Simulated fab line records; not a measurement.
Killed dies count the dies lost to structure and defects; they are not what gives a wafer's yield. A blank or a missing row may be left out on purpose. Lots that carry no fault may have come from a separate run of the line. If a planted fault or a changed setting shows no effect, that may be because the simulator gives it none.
Chamber matching    flow n5_finfet    pecvd-04 running N5_BEOL_M10_DEP_56: 3 sister chambers
The step deposits SiCN from 3MS/NH3, target thk 15 nm, time 26.5 s. 6 wafers are shown with their chamber, then 8 later ones without.

== WAFERS WITH THEIR CHAMBER ==
wafer   chamber  showerhead_vpp_V (V)  throttle_valve_pct (%)
L079.1  0        868                   9.5
L079.2  1        946                   10.5
L079.6  1        945                   10.1
L080.2  0        875                   9.6
L080.4  2        860                   8.8
L082.1  2        867                   8.9

== WAFERS MISSING THEIR CHAMBER ==
wafer   showerhead_vpp_V (V)  throttle_valve_pct (%)
L082.2  852                   9.3
L082.6  930                   10.0
L089.3  931                   10.4
L089.4  858                   9.3
L089.6  858                   9.0
L093.1  862                   9.3
L093.5  921                   10.0
L093.6  853                   9.3

== WHICH CHAMBER EACH ONE RAN IN ==
wafer   from the rows above      in truth
L082.2  can't be placed: 2 or 0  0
L082.6  1                        1
L089.3  1                        1
L089.4  can't be placed: 2 or 0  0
L089.6  2                        2
L093.1  can't be placed: 2 or 0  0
L093.5  1                        1
L093.6  can't be placed: 2 or 0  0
4 of 8 placed correctly. From these rows, 4 cannot be placed; in 4 the true chamber is one of the candidates. 0 placed wrongly.
How it was worked out, from the rows above alone: a wafer's distance from a chamber is the root of the sum, over the readings, of the square of ((its reading less the chamber's mean) divided by the reading's scatter). The wafer belongs to the nearest chamber; if the next one is less than 2 further off, it can't be placed. For every chamber, the mean is computed from those of its wafers that are shown. The scatter is the square root of a quotient: the sum, over the shown wafers, of each reading's squared deviation from its chamber's mean, divided by wafers minus chambers.
